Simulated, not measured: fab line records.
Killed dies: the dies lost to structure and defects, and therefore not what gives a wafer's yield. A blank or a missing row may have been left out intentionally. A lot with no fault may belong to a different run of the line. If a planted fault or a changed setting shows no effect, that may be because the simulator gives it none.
Matching of chambers || flow n5-finfet || 4 sister chambers for N5_BEOL_M3_STRIP_19 on rie-diel-05
The step strips in O2. 8 wafers are shown with their chamber, then 7 later ones without.

WAFERS WITH THEIR CHAMBER
{"wafer": "L079.3", "chamber": 2, "showerhead-plenum-p-Torr (Torr)": 2.09, "drypump-motor-current-A (A)": 5.6}
{"wafer": "L090.2", "chamber": 3, "showerhead-plenum-p-Torr (Torr)": 2.01, "drypump-motor-current-A (A)": 5.8}
{"wafer": "L090.4", "chamber": 1, "showerhead-plenum-p-Torr (Torr)": 2.00, "drypump-motor-current-A (A)": 5.2}
{"wafer": "L092.3", "chamber": 0, "showerhead-plenum-p-Torr (Torr)": 2.08, "drypump-motor-current-A (A)": 5.8}
{"wafer": "L092.4", "chamber": 3, "showerhead-plenum-p-Torr (Torr)": 2.01, "drypump-motor-current-A (A)": 5.7}
{"wafer": "L092.5", "chamber": 1, "showerhead-plenum-p-Torr (Torr)": 2.00, "drypump-motor-current-A (A)": 5.2}
{"wafer": "L094.1", "chamber": 0, "showerhead-plenum-p-Torr (Torr)": 2.07, "drypump-motor-current-A (A)": 5.7}
{"wafer": "L094.2", "chamber": 2, "showerhead-plenum-p-Torr (Torr)": 2.09, "drypump-motor-current-A (A)": 5.6}

WAFERS WHOSE CHAMBER IS MISSING
{"wafer": "L094.3", "showerhead-plenum-p-Torr (Torr)": 2.01, "drypump-motor-current-A (A)": 5.8}
{"wafer": "L094.4", "showerhead-plenum-p-Torr (Torr)": 2.00, "drypump-motor-current-A (A)": 5.2}
{"wafer": "L094.5", "showerhead-plenum-p-Torr (Torr)": 2.00, "drypump-motor-current-A (A)": 5.2}
{"wafer": "L094.6", "showerhead-plenum-p-Torr (Torr)": 2.08, "drypump-motor-current-A (A)": 5.8}
{"wafer": "L096.3", "showerhead-plenum-p-Torr (Torr)": 2.01, "drypump-motor-current-A (A)": 5.8}
{"wafer": "L096.5", "showerhead-plenum-p-Torr (Torr)": 2.01, "drypump-motor-current-A (A)": 5.8}
{"wafer": "L096.6", "showerhead-plenum-p-Torr (Torr)": 2.07, "drypump-motor-current-A (A)": 5.8}

EACH ONE'S CHAMBER
{"wafer": "L094.3", "from the rows above": 3, "in truth": 3}
{"wafer": "L094.4", "from the rows above": 1, "in truth": 1}
{"wafer": "L094.5", "from the rows above": 1, "in truth": 1}
{"wafer": "L094.6", "from the rows above": 0, "in truth": 0}
{"wafer": "L096.3", "from the rows above": 3, "in truth": 3}
{"wafer": "L096.5", "from the rows above": 3, "in truth": 3}
{"wafer": "L096.6", "from the rows above": 0, "in truth": 0}
7 of 7 placed correctly. Not placeable from these rows: 0. Number placed wrongly: 0.
How it was worked out, from the rows above alone: a wafer's distance from a chamber is the root of the sum, over the readings, of the square of ((its reading less the chamber's mean) divided by the reading's scatter). If the next closest chamber is less than 2 further off than the closest, the wafer can't be placed; otherwise it belongs to the closest. Each chamber's mean is taken over the wafers shown for it. The scatter: the root of (the sum of the squares of (reading less its chamber's mean) over the shown wafers, divided by (wafers less chambers)).
